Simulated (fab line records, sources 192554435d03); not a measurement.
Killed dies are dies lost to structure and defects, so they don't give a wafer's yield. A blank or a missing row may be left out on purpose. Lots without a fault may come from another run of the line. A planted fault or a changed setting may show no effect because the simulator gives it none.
Split-lot experiment | flow n5_finfet | 7 lots, 21 wafers read, on a route of 1938 steps

THE SPLIT
At N5_MOL_CONTACT_COAG_ETCHBACK_136 (etches SiO2 in CHF3, target depth 25 nm, time 16.7 s), the setting target_depth_a was moved away from the recipe's 250 angstrom on 9 of the 21 wafers read, by -13.2% to -6.8%. The other wafers ran this setting at the recipe's value.

FROM THE SPLIT TO THE READING: what the file shows between them, 1 step
- N5_MOL_CONTACT_COAG_STRIP_120: strips in CHF3

THE READING
MOL_CONTACT_COAG.feature_depth_nm (the simulator's own value, which no gauge read), in nm, at N5_MOL_CONTACT_COAG_VIA_ETCH_117 (etches SiO2 in C4F6/O2, target depth 40 nm, overetch 8 nm, time 26 s). The file gives no usual value for it. The 12 wafers here that ran the recipe average 40.1 nm, standard deviation 0.38 nm.

wafer  | tool, chamber at the split | target_depth_a as run, angstrom | against the recipe | MOL_CONTACT_COAG.feature_depth_nm, nm | against lot-mates on the recipe
L077.1 | rie_diel-04, 1,0,0         | 250                             | recipe             | 39.8                                  | -
L077.2 | rie_diel-04, 1,0,0         | 250                             | recipe             | 40                                    | -
L077.5 | rie_diel-04, 1,0,0         | 250                             | recipe             | 39.8                                  | -
L079.4 | rie_diel-01, 1             | 250                             | recipe             | 39.4                                  | -
L079.5 | rie_diel-01, 1,0           | 217.1                           | -13.2%             | 42.8                                  | +3.4
L079.6 | rie_diel-01, 1,0           | 217.1                           | -13.2%             | 43.6                                  | +4.2
L082.1 | rie_diel-01, 3,1,3         | 250                             | recipe             | 40.6                                  | -
L082.4 | rie_diel-01, 3,1,3         | 250                             | recipe             | 39.8                                  | -
L082.5 | rie_diel-01, 3,1,3         | 250                             | recipe             | 40.6                                  | -
L086.1 | rie_diel-04, 2,0,0         | 227.7                           | -8.9%              | 42.4                                  | no lot-mate on the recipe
L086.3 | rie_diel-04, 2,0,0         | 227.7                           | -8.9%              | 42                                    | no lot-mate on the recipe
L086.5 | rie_diel-04, 2,0,0         | 227.7                           | -8.9%              | 42.2                                  | no lot-mate on the recipe
L087.2 | rie_diel-01, 0             | 226.6                           | -9.4%              | 42.8                                  | +2.6
L087.3 | rie_diel-01, 1,2           | 250                             | recipe             | 39.8                                  | -
L087.5 | rie_diel-01, 1,2           | 250                             | recipe             | 40.6                                  | -
L093.1 | rie_diel-04, 2             | 250                             | recipe             | 40                                    | -
L093.5 | rie_diel-04, 1,0           | 233                             | -6.8%              | 41.2                                  | +1.2
L093.6 | rie_diel-04, 1,0           | 233                             | -6.8%              | 41.8                                  | +1.8
L097.1 | rie_diel-04, 0             | 223.7                           | -10.5%             | 43.2                                  | +3.0
L097.4 | rie_diel-04, 3,0           | 250                             | recipe             | 40                                    | -
L097.6 | rie_diel-04, 3,0           | 250                             | recipe             | 40.4                                  | -
Where a row lists several chambers, the file gives one row for several wafers and doesn't say which wafer went through which chamber.

THE FIT
A straight line over all 21 wafers: MOL_CONTACT_COAG.feature_depth_nm changes by -0.249 nm for each +1% of target_depth_a; r = -0.96; the points scatter about the line by 0.39 nm.
The same after taking each lot's own level away (the mean of its wafers on the recipe; 18 wafers): -0.279 nm for each +1%; r = -0.98; scatter 0.33 nm.
On that fit, the largest move of target_depth_a shifts the reading by 3.7 nm.
The lots' own levels span 39.40 to 40.33 nm, that is 2.5 times the standard deviation above.
So the lot-to-lot level changes the slope: the two fits differ.
Check: with one of the wafers moved furthest among these (-13.2%) left out of the fit, the line predicts +3.74 nm for it against its lot-mates. It came out at +3.4 nm against them.

OTHER SPLITS ON THESE WAFERS
These wafers also went through other splits before the reading. Each is held against what the fit with the lots' levels taken away leaves over:
other split on the same wafers       | wafers away from the commonest value | r with MOL_CONTACT_COAG.feature_depth_nm (lot level and that fit taken away)
N5_DUMMY_GATE_CVD_03 temp_c          | 15                                   | +0.01
N5_SD_EPI_P_ETCH_16 target_depth_a   | 4                                    | +0.24
N5_SD_EPI_P_EPI_21 time_s            | 6                                    | -0.16
N5_HKMG_FIN_ETCH_54 source_w         | 9                                    | +0.42
N5_MOL_CONTACT_COAG_ETCH_67 source_w | 5                                    | +0.42

THE WHOLE CHAIN: every reading that the file lists as answering this split, in the file's order
step                             | what it does                                                         | reading                                                                            | change (the file's fit)               | r (the file's)
N5_MOL_CONTACT_COAG_VIA_ETCH_117 | etches SiO2 in C4F6/O2, target depth 40 nm, overetch 8 nm, time 26 s | etch.depth_nm (the simulator's own value, which no gauge read)                     | -0.277 nm for each +1% of the setting | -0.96
N5_MOL_CONTACT_COAG_VIA_ETCH_117 | etches SiO2 in C4F6/O2, target depth 40 nm, overetch 8 nm, time 26 s | MOL_CONTACT_COAG.feature_depth_nm (the simulator's own value, which no gauge read) | -0.278 nm for each +1% of the setting | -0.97

THE FILE'S OWN FIT
MOL_CONTACT_COAG.feature_depth_nm changes by -0.278 nm for each +1% of target_depth_a, r = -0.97.
